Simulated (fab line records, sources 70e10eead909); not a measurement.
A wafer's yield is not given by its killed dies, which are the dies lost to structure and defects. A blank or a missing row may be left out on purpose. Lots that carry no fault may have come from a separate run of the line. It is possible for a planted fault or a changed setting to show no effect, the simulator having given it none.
A lot that was struck, set against a sound lot	flow nand harc	15 steps out of a route of 1302
Sound: the wafers L823.1, L823.2, L823.5. Struck: wafer L833.2 (L833.1, L833.4, from the same lot, were not struck and are left out); the cause is given at the end.
For every step that has rows: the tool of each side, followed by ch and its chambers, followed by its first start. Under that, the readings that differ: sound wafers	struck wafers	difference of the means	sigmas: that difference in standard deviations of wafers without a fault.
alike: same words and numbers on both sides, and readings whose means sit less than 2 such deviations apart. not compared: any withheld reading, any reading some wafer has no value for, any bound like >300 that may hide the same value, and any number with overlapping values for which the record gives no deviation.
The two part at a step that has a row with sigmas, a row that says differs or no value, or rows on one side only. When numbers do not overlap yet have no deviation, they are printed without sigmas and do not part them. A reading missing from all wafers of one side parts the sides only when that side holds two or more wafers.

NHARC_A_ONON_D2_THK_MEAS_14: measures by ellipsometry.
  sound: film metro-02 at day 12 15:18; struck: film metro-01 at day 16 20:47
  alike: thk nm
then, 2 steps without rows for these wafers: NHARC_A_ONON_D2_ANNEAL_15 (time 3600 s); NHARC_A_ONON_D2_DEP_16 (target thk 1000 nm).
NHARC_A_ONON_D2_THK_MEAS_18: measures by ellipsometry.
  sound: film metro-01 at day 12 22:29; struck: film metro-01 at day 17 04:08
reading	sound	struck	difference	sigmas
thk nm (nm)	1022 1021 1021	989	-32	-2
following that, 1 step holds no rows for these wafers, namely NHARC_A_ONON_D2_DEP_19 (target thickness 1000 nm).
NHARC_A_ONON_D2_THK_MEAS_21: measures by ellipsometry.
  sound: film metro-02 at day 12 23:04; struck: film metro-01 at day 17 04:43
  alike: thk nm
following that, 1 step holds no rows for these wafers, namely NHARC_A_ONON_D2_DEP_22 (target thickness 1000 nm).
NHARC_A_ONON_D2_THK_MEAS_24: measures by ellipsometry.
  sound: film metro-02 at day 12 23:37; struck: film metro-02 at day 17 05:16
  alike: thk nm
following that, 1 step holds no rows for these wafers, namely NHARC_A_ONON_D2_DEP_25 (target thickness 1000 nm).
NHARC_A_ONON_D2_THK_MEAS_27: measures by ellipsometry.
  sound: film metro-01 at day 13 00:11; struck: film metro-01 at day 17 05:50
  alike: thk nm
following that, 1 step holds no rows for these wafers, namely NHARC_A_ONON_D2_DEP_28 (target thickness 1000 nm).
NHARC_A_ONON_D2_THK_MEAS_30: measures by ellipsometry.
  sound: film metro-02 at day 13 00:44; struck: film metro-01 at day 17 06:24
  alike: thk nm
NHARC_A_ONON_D2_DEP_33: deposits SiO2, target thk 200 nm.
  sound on pecvd-04 ch 1,2, day 13 00:48; struck on pecvd-01 ch 0, day 17 06:30
reading	sound	struck	difference	sigmas
mfc precursor sccm (sccm)	160.9 160.9 161.6	139.9	-21.2	-47
  alike: flow sccm, heater power w, rf fwd power W, throttle valve pct
NHARC_A_ONON_D2_THK_MEAS_34: measures by ellipsometry.
  sound: film metro-02 at day 13 01:13; struck: film metro-02 at day 17 06:52
reading	sound	struck	difference	sigmas
thk nm (nm)	200.9 199.7 203.2	170.3	-31.0	-11
-- break in the record here, with 11 days between the starts of the struck wafers on either side (left off in module A_ONON_D2, picked up again in module END, where the first step shown is number 1302 on the route) --
NHARC_END_SORT_01:
  only the struck wafers appear in the record here, on prober-01 ch 0 at day 28 14:33; the sound ones have no rows

== WHERE THEY PART ==
Last at NHARC_END_SORT_01 as far as this record goes, first at NHARC_A_ONON_D2_THK_MEAS_18.

WHY: what had been put in by the simulator
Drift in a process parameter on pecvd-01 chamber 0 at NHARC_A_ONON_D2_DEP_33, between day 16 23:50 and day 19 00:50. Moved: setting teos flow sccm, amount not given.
